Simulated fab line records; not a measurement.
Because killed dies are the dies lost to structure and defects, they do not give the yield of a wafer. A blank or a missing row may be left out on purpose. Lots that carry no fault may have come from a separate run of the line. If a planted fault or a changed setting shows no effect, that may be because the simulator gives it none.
Problem report, 8D (eight disciplines) form, completed by code -- flow n5 finfet -- the parts of the form that need people (team, actions taken, sign-off) are left out

1. THE PROBLEM
Wafers with no fault read 37 with a standard deviation of 12, whereas killed_at_M0_to_M3 at N5_PASSIVATION_PROBE_49 reads a mean of 151 on 1 wafer of 1 lot. That is +9.5 standard deviations from the usual mean.
Seen first at day 15 17:22 on prober-01, wafer L374.1. The record holds 3 wafers of 1 lot with a number at this step. The rule behind "out" and "out of limits": a value lying over 4 standard deviations away from the usual mean. Any other wafer with a number is counted as sound.

2. WHAT THIS IS AND IS NOT
question,is,is not
which readings at this step,"killed_at_M0_to_M3, defect limited yield, killed dies, sort_bin_5_function, sort n pass, sort yield pct","killed_at_M4_up, killed at contacts, killed at front end, killed at other, killed open, killed short, sort_bin_6_memory"
which lots,L374,-
which wafers of those lots,L374.1,"L374.3, L374.5"
read on which tools,prober-01,-
when,from day 15 17:22,up to then (0 sound wafers); but 2 sound wafers of L374 came after

3. THE SUSPECTS, EACH WITH WHAT RULES IT OUT
Counting: a tool at a process step up to the reading stays a suspect if it ran every lot that is out. Sound lots after the first of them don't rule it out here, since some wafers of a struck lot are sound.
- ald metal-02 at N5_BEOL_M2_ALD_84 (deposits TaN, pulse time 2 s, purge time 3 s, co reactant purge time 2 s): kept. It ran the lot that is out, L374 (day 10 01:28).
- rie metal-01 at N5_MIM_BOT_ETCH_ETCH_00 (etches TiN in Cl2/BCl3, target depth 45.5 nm): kept. It ran the lot that is out, L374 (day 15 08:02).
- rie diel-01 at N5_PASSIVATION_STRIP_14 (strips in O2): kept. It ran the lot that is out, L374 (day 15 09:32).
- prober-01 at N5_PASSIVATION_PROBE_49: kept. It ran the lot that is out, L374 (day 15 17:22). Out on those wafers are its own readings of defect limited yield, killed_at_M0_to_M3, killed dies, sort_bin_5_function, sort n pass, sort yield pct.
- Within ald metal-02 at N5_BEOL_M2_ALD_84: the wafers that are out ran in chamber 0; their sound lot-mates ran in chamber 2.
- rie diel-01, N5_PASSIVATION_STRIP_14: wafers that are out in chamber 0, sound lot-mates in chambers 1, 2.
Left after counting: ald metal-02 at N5_BEOL_M2_ALD_84, rie metal-01 at N5_MIM_BOT_ETCH_ETCH_00, rie diel-01 at N5_PASSIVATION_STRIP_14, prober-01 at N5_PASSIVATION_PROBE_49.

4. THE CAUSE (what the simulator had put in)
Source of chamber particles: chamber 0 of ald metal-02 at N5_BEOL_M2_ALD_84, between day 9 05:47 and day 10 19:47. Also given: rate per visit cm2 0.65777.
Counting leaves 4 suspects; this tool is one of them.

5. THE EFFECT CHAIN, in route order
Each row: a reading whose mean over the struck wafers that have a number lies more than 3 standard deviations from the usual. Only readings whose record carries a usual standard deviation are examined. hours: median over the lots of the time between each lot's start at the first step of this table that gives one and its start at this step. sigmas: the change, counted in usual standard deviations.
hours,step,reading,usual,on struck wafers,change,sigmas
0,N5_PASSIVATION_PROBE_49,defect limited yield,90.9 %,83.5,-7.4,-5.3
0,N5_PASSIVATION_PROBE_49,killed_at_M0_to_M3,37,151,+114,+9.5
0,N5_PASSIVATION_PROBE_49,killed dies,107,195,+88,+5.2
0,N5_PASSIVATION_PROBE_49,sort_bin_5_function,5.3 %,10.8,+5.5,+5.8
0,N5_PASSIVATION_PROBE_49,sort n pass,1073,985,-88,-5.2
0,N5_PASSIVATION_PROBE_49,sort yield pct,90.9 %,83.5,-7.4,-4.9
Process steps it contains:
- N5_PASSIVATION_PROBE_49

6. WHAT WOULD HAVE CAUGHT IT SOONER
First out-of-limits reading in this record: day 15 17:22, which is 156 hours after fault onset at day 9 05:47.
Of the tool readings at N5_BEOL_M2_ALD_84 for which the record gives a usual standard deviation, none was out on any struck wafer, so an alarm limit of 4 standard deviations on them would not have fired.
By day 15 17:22 the whole set of lots that are out, 1 in number, had already begun N5_BEOL_M2_ALD_84 on ald metal-02. Holding the tool at that point would not have protected any of them.
